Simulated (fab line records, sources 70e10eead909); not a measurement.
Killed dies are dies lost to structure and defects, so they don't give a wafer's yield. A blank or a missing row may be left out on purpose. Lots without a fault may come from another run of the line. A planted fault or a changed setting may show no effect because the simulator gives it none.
Which tool did it? | flow nand_harc | 24 lots, 72 wafers sampled, at 4 steps of a route of 1159

WHAT THE GAUGES READ, wafer by wafer
NHARC_P_M1_INSPECT_27. Usual: raw_defect_count 285, standard deviation 91.
lot  | measured     | on                | raw_defect_count | flag
L074 | day 6 09:50  | defect_inspect-02 | 315 428 514      |
L075 | day 6 11:14  | defect_inspect-01 | 275 381 250      |
L076 | day 6 12:27  | defect_inspect-01 | 288 185 205      |
L077 | day 7 01:06  | defect_inspect-01 | 191 247 201      |
L078 | day 7 01:26  | defect_inspect-01 | 306 365 316      |
L079 | day 7 02:52  | defect_inspect-01 | 209 265 165      |
L080 | day 7 16:10  | defect_inspect-02 | 313 250 174      |
L081 | day 7 20:54  | defect_inspect-02 | 286 304 245      |
L082 | day 7 22:59  | defect_inspect-02 | 773 243 351      |
L083 | day 8 11:50  | defect_inspect-01 | 333 258 341      |
L084 | day 8 13:13  | defect_inspect-02 | 360 477 339      |
L087 | day 9 06:14  | defect_inspect-01 | 396 202 263      |
L085 | day 9 06:58  | defect_inspect-01 | 278 278 254      |
L086 | day 9 07:01  | defect_inspect-02 | 183 264 234      |
L088 | day 9 10:02  | defect_inspect-01 | 257 444 205      |
L089 | day 10 03:49 | defect_inspect-01 | 140 273 224      |
L090 | day 10 08:40 | defect_inspect-02 | 189 280 236      |
L091 | day 10 11:05 | defect_inspect-01 | 404 348 360      |
L092 | day 10 17:41 | defect_inspect-01 | 261 394 209      |
L093 | day 10 18:18 | defect_inspect-02 | 314 322 368      |
L094 | day 10 18:38 | defect_inspect-02 | 246 336 366      |
L095 | day 11 10:43 | defect_inspect-02 | 302 260 290      |
L097 | day 11 20:22 | defect_inspect-02 | 506 339 276      |
L096 | day 11 22:26 | defect_inspect-01 | 217 369 174      |

WHICH TOOL RAN EACH LOT (tool, then ch and the chambers of the sampled wafers, then the start)
lot  | NHARC_P_GATE_STRIP_75                | NHARC_P_CONTACT_CMP_01        | NHARC_P_M1_PRE_CLEAN_30
L074 | plasma_asher-02 ch 0,1, day 5 10:44  | cmp-02 ch 1,2,3, day 5 17:34  | pvd_sputter-03, day 6 09:50 or earlier
L075 | plasma_asher-02 ch 0,1, day 5 12:05  | cmp-04 ch 1,2,3, day 5 18:56  | pvd_sputter-02, day 6 11:14 or earlier
L076 | plasma_asher-01 ch 0,1, day 5 15:17  | cmp-02 ch 0,2,3, day 5 21:52  | pvd_sputter-02, day 6 12:27 or earlier
L077 | plasma_asher-01 ch 0,1, day 6 04:39  | cmp-03 ch 0,1, day 6 11:16    | pvd_sputter-02, day 7 01:06 or earlier
L078 | plasma_asher-02 ch 0,1, day 6 05:05  | cmp-04 ch 0,2,3, day 6 11:36  | pvd_sputter-02, day 7 01:26 or earlier
L079 | plasma_asher-01 ch 0,1, day 6 07:43  | cmp-03 ch 1,2, day 6 14:44    | pvd_sputter-02, day 7 02:52 or earlier
L080 | plasma_asher-02 ch 0,1, day 6 21:31  | cmp-04 ch 0,1,3, day 7 03:57  | pvd_sputter-02, day 7 16:10 or earlier
L081 | plasma_asher-02 ch 0,1, day 6 23:30  | cmp-03 ch 0,3, day 7 06:19    | pvd_sputter-02, day 7 20:54 or earlier
L082 | plasma_asher-02 ch 0,1, day 7 03:50  | cmp-04 ch 0,2,3, day 7 10:34  | pvd_sputter-02, day 7 22:59 or earlier
L083 | plasma_asher-02 ch 0,1, day 7 13:54  | cmp-04 ch 0,1,3, day 7 21:32  | pvd_sputter-03, day 8 11:50 or earlier
L084 | plasma_asher-02 ch 0,1, day 7 18:44  | cmp-04 ch 0,1,2, day 8 01:41  | pvd_sputter-01, day 8 13:13 or earlier
L087 | plasma_asher-02 ch 0,1, day 8 08:28  | cmp-04 ch 1,2,3, day 8 15:24  | pvd_sputter-03, day 9 06:14 or earlier
L085 | plasma_asher-01 ch 0,1, day 8 09:25  | cmp-04 ch 1,2,3, day 8 16:10  | pvd_sputter-01, day 9 06:58 or earlier
L086 | plasma_asher-02 ch 0,1, day 8 11:04  | cmp-03 ch 0,1,2, day 8 17:34  | pvd_sputter-02, day 9 07:01 or earlier
L088 | plasma_asher-01 ch 0,1, day 8 15:48  | cmp-02 ch 0,1, day 8 22:13    | pvd_sputter-01, day 9 10:02 or earlier
L089 | plasma_asher-01 ch 1, day 9 02:55    | cmp-04 ch 1,3, day 9 09:29    | pvd_sputter-01, day 10 03:49 or earlier
L090 | plasma_asher-01 ch 0,1, day 9 03:35  | cmp-02 ch 0,3, day 9 10:34    | pvd_sputter-01, day 10 08:40 or earlier
L091 | plasma_asher-01 ch 0,1, day 9 12:19  | cmp-02 ch 1,2,3, day 9 19:20  | pvd_sputter-01, day 10 11:05 or earlier
L092 | plasma_asher-02 ch 0,1, day 9 19:06  | cmp-02 ch 0,1,3, day 10 01:59 | pvd_sputter-01, day 10 17:41 or earlier
L093 | plasma_asher-01 ch 0,1, day 9 22:13  | cmp-04 ch 1,2,3, day 10 04:41 | pvd_sputter-03, day 10 18:18 or earlier
L094 | plasma_asher-01 ch 0, day 9 22:35    | cmp-02 ch 1,3, day 10 05:04   | pvd_sputter-01, day 10 18:38 or earlier
L095 | plasma_asher-02 ch 0,1, day 10 16:36 | cmp-02 ch 0,1,2, day 10 22:59 | pvd_sputter-01, day 11 10:43 or earlier
L097 | plasma_asher-01 ch 0,1, day 11 02:07 | cmp-04 ch 0,1,3, day 11 08:43 | pvd_sputter-01, day 11 20:22 or earlier
L096 | plasma_asher-02 ch 0,1, day 11 02:59 | cmp-04 ch 0,1,2, day 11 10:09 | pvd_sputter-01, day 11 22:26 or earlier
- NHARC_P_GATE_STRIP_75: strips in O2.
- NHARC_P_CONTACT_CMP_01: polishes SiO2, target thk 200 nm.
- NHARC_P_M1_PRE_CLEAN_30: time 30 s.

WHAT THE TOOLS THEMSELVES READ (means of the sampled wafers that have a number; where no wafer has one, the mark that the record gives instead)
NHARC_P_GATE_STRIP_75. Usual: drypump_motor_current_A 5.9 A, standard deviation 0.38; heater_power_w 320 W, standard deviation 19.
lot  | tool            | drypump_motor_current_A (A) | heater_power_w (W) | flag
L074 | plasma_asher-02 | 5.6                         | 332                |
L075 | plasma_asher-02 | 5.8                         | 323                |
L076 | plasma_asher-01 | 6.2                         | 304                |
L077 | plasma_asher-01 | 6.0                         | 323                |
L078 | plasma_asher-02 | 5.6                         | 327                |
L079 | plasma_asher-01 | 6.1                         | 321                |
L080 | plasma_asher-02 | 5.8                         | 323                |
L081 | plasma_asher-02 | 5.6                         | 330                |
L082 | plasma_asher-02 | 5.6                         | 334                |
L083 | plasma_asher-02 | 5.6                         | 329                |
L084 | plasma_asher-02 | 5.6                         | 331                |
L087 | plasma_asher-02 | 5.8                         | 321                |
L085 | plasma_asher-01 | 6.3                         | 309                |
L086 | plasma_asher-02 | 5.8                         | 322                |
L088 | plasma_asher-01 | 6.1                         | 313                |
L089 | plasma_asher-01 | 5.9                         | 325                |
L090 | plasma_asher-01 | 6.3                         | 305                |
L091 | plasma_asher-01 | 6.3                         | 305                |
L092 | plasma_asher-02 | 5.9                         | 316                |
L093 | plasma_asher-01 | 6.3                         | 303                |
L094 | plasma_asher-01 | 6.5                         | 295                |
L095 | plasma_asher-02 | 5.8                         | 320                |
L097 | plasma_asher-01 | 6.3                         | 306                |
L096 | plasma_asher-02 | 5.6                         | 336                |

NHARC_P_CONTACT_CMP_01. Usual: motor_current_A 12.2 A, standard deviation 1.
lot  | tool   | motor_current_A (A) | flag
L074 | cmp-02 | 12.4                |
L075 | cmp-04 | 11.8                |
L076 | cmp-02 | 12.6                |
L077 | cmp-03 | 12.8                |
L078 | cmp-04 | 11.6                |
L079 | cmp-03 | 13.3                |
L080 | cmp-04 | 12.2                |
L081 | cmp-03 | 12.5                |
L082 | cmp-04 | 11.8                |
L083 | cmp-04 | 11.9                |
L084 | cmp-04 | 12.3                |
L087 | cmp-04 | 11.6                |
L085 | cmp-04 | 11.8                |
L086 | cmp-03 | 13.0                |
L088 | cmp-02 | 11.8                |
L089 | cmp-04 | 12.1                |
L090 | cmp-02 | 12.1                |
L091 | cmp-02 | 12.0                |
L092 | cmp-02 | 12.5                |
L093 | cmp-04 | 12.3                |
L094 | cmp-02 | 11.8                |
L095 | cmp-02 | 12.5                |
L097 | cmp-04 | 12.3                |
L096 | cmp-04 | 12.3                |

NHARC_P_M1_PRE_CLEAN_30. Usual: heater_power_w 395 W, standard deviation 31.
lot  | tool           | heater_power_w (W) | flag
L074 | pvd_sputter-03 | 400                |
L075 | pvd_sputter-02 | 369                |
L076 | pvd_sputter-02 | 374                |
L077 | pvd_sputter-02 | 363                |
L078 | pvd_sputter-02 | 372                |
L079 | pvd_sputter-02 | 355                |
L080 | pvd_sputter-02 | 379                |
L081 | pvd_sputter-02 | 373                |
L082 | pvd_sputter-02 | 361                |
L083 | pvd_sputter-03 | 399                |
L084 | pvd_sputter-01 | 417                |
L087 | pvd_sputter-03 | 400                |
L085 | pvd_sputter-01 | 424                |
L086 | pvd_sputter-02 | 394                |
L088 | pvd_sputter-01 | 392                |
L089 | pvd_sputter-01 | 383                |
L090 | pvd_sputter-01 | 407                |
L091 | pvd_sputter-01 | 392                |
L092 | pvd_sputter-01 | 416                |
L093 | pvd_sputter-03 | 435                |
L094 | pvd_sputter-01 | 388                |
L095 | pvd_sputter-01 | 400                |
L097 | pvd_sputter-01 | 418                |
L096 | pvd_sputter-01 | 409                |

THE ANSWER, worked out from the rows above alone
Rule: a lot is off if the mean of its wafers that have a number lies more than 3 standard deviations from the usual mean. A lot without any number at a reading at which 4 lots or more have one is off too. The other lots that the step has rows for count as sound. The gauges are gone through in route order, then the tools' own readings, and for those a lot's mean is taken as printed above. The first step at which some lot is off is used, and at that step the reading that is off furthest; a lot without a number counts as furthest.
No lot is off at any reading shown: from this, nothing can be told.

WHAT THE SIMULATOR HAD PUT IN
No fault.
